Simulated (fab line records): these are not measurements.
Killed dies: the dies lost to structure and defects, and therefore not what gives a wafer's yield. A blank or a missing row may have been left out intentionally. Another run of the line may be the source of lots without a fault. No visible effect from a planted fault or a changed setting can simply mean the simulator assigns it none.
Matching of chambers || flow nand_harc || NHARC_A_ZERO_WELL_DESCUM_12 on rie_diel-07: 4 sister chambers
The step chemistry O2, time 3 s. 22 wafers are shown with their chamber, then 11 later ones without.

## EACH WAFER AND ITS CHAMBER
{"wafer": "L078.2", "chamber": 2, "showerhead_plenum_p_Torr (Torr)": 2.07, "drypump_motor_current_A (A)": 5.4, "rf_vpp_V (V)": 60.3}
{"wafer": "L078.5", "chamber": 2, "showerhead_plenum_p_Torr (Torr)": 2.07, "drypump_motor_current_A (A)": 5.4, "rf_vpp_V (V)": 57.5}
{"wafer": "L078.6", "chamber": 3, "showerhead_plenum_p_Torr (Torr)": 1.82, "drypump_motor_current_A (A)": 5.4, "rf_vpp_V (V)": 57.8}
{"wafer": "L078.1", "chamber": 1, "showerhead_plenum_p_Torr (Torr)": 2.06, "drypump_motor_current_A (A)": 5.3, "rf_vpp_V (V)": 57.9}
{"wafer": "L078.3", "chamber": 3, "showerhead_plenum_p_Torr (Torr)": 1.82, "drypump_motor_current_A (A)": 5.4, "rf_vpp_V (V)": 56.2}
{"wafer": "L078.4", "chamber": 0, "showerhead_plenum_p_Torr (Torr)": 1.94, "drypump_motor_current_A (A)": 5.8, "rf_vpp_V (V)": 57.0}
{"wafer": "L082.2", "chamber": 1, "showerhead_plenum_p_Torr (Torr)": 2.06, "drypump_motor_current_A (A)": 5.3, "rf_vpp_V (V)": 57.3}
{"wafer": "L082.3", "chamber": 0, "showerhead_plenum_p_Torr (Torr)": 1.94, "drypump_motor_current_A (A)": 5.8, "rf_vpp_V (V)": 58.5}
{"wafer": "L082.5", "chamber": 1, "showerhead_plenum_p_Torr (Torr)": 2.06, "drypump_motor_current_A (A)": 5.2, "rf_vpp_V (V)": 58.5}
{"wafer": "L082.1", "chamber": 3, "showerhead_plenum_p_Torr (Torr)": 1.81, "drypump_motor_current_A (A)": 5.4, "rf_vpp_V (V)": 57.9}
{"wafer": "L082.4", "chamber": 2, "showerhead_plenum_p_Torr (Torr)": 2.07, "drypump_motor_current_A (A)": 5.3, "rf_vpp_V (V)": 58.9}
{"wafer": "L082.6", "chamber": 2, "showerhead_plenum_p_Torr (Torr)": 2.07, "drypump_motor_current_A (A)": 5.4, "rf_vpp_V (V)": 58.8}
{"wafer": "L085.1", "chamber": 1, "showerhead_plenum_p_Torr (Torr)": 2.06, "drypump_motor_current_A (A)": 5.3, "rf_vpp_V (V)": 57.7}
{"wafer": "L085.2", "chamber": 0, "showerhead_plenum_p_Torr (Torr)": 1.94, "drypump_motor_current_A (A)": 5.8, "rf_vpp_V (V)": 57.5}
{"wafer": "L085.5", "chamber": 1, "showerhead_plenum_p_Torr (Torr)": 2.06, "drypump_motor_current_A (A)": 5.3, "rf_vpp_V (V)": 57.2}
{"wafer": "L085.3", "chamber": 3, "showerhead_plenum_p_Torr (Torr)": 1.82, "drypump_motor_current_A (A)": 5.4, "rf_vpp_V (V)": 57.0}
{"wafer": "L085.4", "chamber": 2, "showerhead_plenum_p_Torr (Torr)": 2.07, "drypump_motor_current_A (A)": 5.4, "rf_vpp_V (V)": 58.8}
{"wafer": "L085.6", "chamber": 2, "showerhead_plenum_p_Torr (Torr)": 2.07, "drypump_motor_current_A (A)": 5.4, "rf_vpp_V (V)": 58.3}
{"wafer": "L087.1", "chamber": 1, "showerhead_plenum_p_Torr (Torr)": 2.06, "drypump_motor_current_A (A)": 5.3, "rf_vpp_V (V)": 57.2}
{"wafer": "L087.2", "chamber": 3, "showerhead_plenum_p_Torr (Torr)": 1.82, "drypump_motor_current_A (A)": 5.4, "rf_vpp_V (V)": 56.7}
{"wafer": "L087.3", "chamber": 2, "showerhead_plenum_p_Torr (Torr)": 2.07, "drypump_motor_current_A (A)": 5.4, "rf_vpp_V (V)": 58.9}
{"wafer": "L092.1", "chamber": 0, "showerhead_plenum_p_Torr (Torr)": 1.94, "drypump_motor_current_A (A)": 5.8, "rf_vpp_V (V)": 58.7}

SIGNATURES (averages over the wafers above)
{"reading": "showerhead_plenum_p_Torr", "chamber 0": 1.9400, "chamber 1": 2.0600, "chamber 2": 2.0700, "chamber 3": 1.8180, "scatter within a chamber": 0.00211}
{"reading": "drypump_motor_current_A", "chamber 0": 5.800, "chamber 1": 5.283, "chamber 2": 5.386, "chamber 3": 5.400, "scatter within a chamber": 0.0306}
{"reading": "rf_vpp_V", "chamber 0": 57.925, "chamber 1": 57.633, "chamber 2": 58.786, "chamber 3": 57.120, "scatter within a chamber": 0.73}
Rule: for each reading, subtract the chamber's mean from the wafer's reading, divide by that reading's scatter and square the result; add these up over the readings and take the root, which gives the wafer's distance from the chamber. If the next closest chamber is less than 2 further off than the closest, the wafer can't be placed; otherwise it belongs to the closest. The scatter is the square root of a quotient: the sum, over the shown wafers, of each reading's squared deviation from its chamber's mean, divided by wafers minus chambers.

## WAFERS WITHOUT THEIR CHAMBER
{"wafer": "L092.3", "showerhead_plenum_p_Torr (Torr)": 2.07, "drypump_motor_current_A (A)": 5.4, "rf_vpp_V (V)": 57.2}
{"wafer": "L092.4", "showerhead_plenum_p_Torr (Torr)": 2.06, "drypump_motor_current_A (A)": 5.3, "rf_vpp_V (V)": 58.7}
{"wafer": "L092.2", "showerhead_plenum_p_Torr (Torr)": 1.81, "drypump_motor_current_A (A)": 5.4, "rf_vpp_V (V)": 58.2}
{"wafer": "L092.5", "showerhead_plenum_p_Torr (Torr)": 1.94, "drypump_motor_current_A (A)": 5.8, "rf_vpp_V (V)": 58.9}
{"wafer": "L092.6", "showerhead_plenum_p_Torr (Torr)": 2.06, "drypump_motor_current_A (A)": 5.3, "rf_vpp_V (V)": 60.0}
{"wafer": "L096.1", "showerhead_plenum_p_Torr (Torr)": 1.94, "drypump_motor_current_A (A)": 5.8, "rf_vpp_V (V)": 58.8}
{"wafer": "L096.3", "showerhead_plenum_p_Torr (Torr)": 1.81, "drypump_motor_current_A (A)": 5.4, "rf_vpp_V (V)": 58.1}
{"wafer": "L096.5", "showerhead_plenum_p_Torr (Torr)": 2.06, "drypump_motor_current_A (A)": 5.2, "rf_vpp_V (V)": 58.5}
{"wafer": "L094.3", "showerhead_plenum_p_Torr (Torr)": 1.81, "drypump_motor_current_A (A)": 5.4, "rf_vpp_V (V)": 57.5}
{"wafer": "L094.4", "showerhead_plenum_p_Torr (Torr)": 1.94, "drypump_motor_current_A (A)": 5.8, "rf_vpp_V (V)": 57.8}
{"wafer": "L094.5", "showerhead_plenum_p_Torr (Torr)": 2.06, "drypump_motor_current_A (A)": 5.4, "rf_vpp_V (V)": 58.5}

## EACH ONE'S CHAMBER
{"wafer": "L092.3", "from the rows above": 2, "in truth": 2}
{"wafer": "L092.4", "from the rows above": 1, "in truth": 1}
{"wafer": "L092.2", "from the rows above": 3, "in truth": 3}
{"wafer": "L092.5", "from the rows above": 0, "in truth": 0}
{"wafer": "L092.6", "from the rows above": 1, "in truth": 1}
{"wafer": "L096.1", "from the rows above": 0, "in truth": 0}
{"wafer": "L096.3", "from the rows above": 3, "in truth": 3}
{"wafer": "L096.5", "from the rows above": 1, "in truth": 1}
{"wafer": "L094.3", "from the rows above": 3, "in truth": 3}
{"wafer": "L094.4", "from the rows above": 0, "in truth": 0}
{"wafer": "L094.5", "from the rows above": "can't be placed: 1 or 2", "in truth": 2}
Placed correctly: 10 of 11. From these rows, 1 cannot be placed; in 1 the true chamber is one of the candidates. Number placed wrongly: 0.
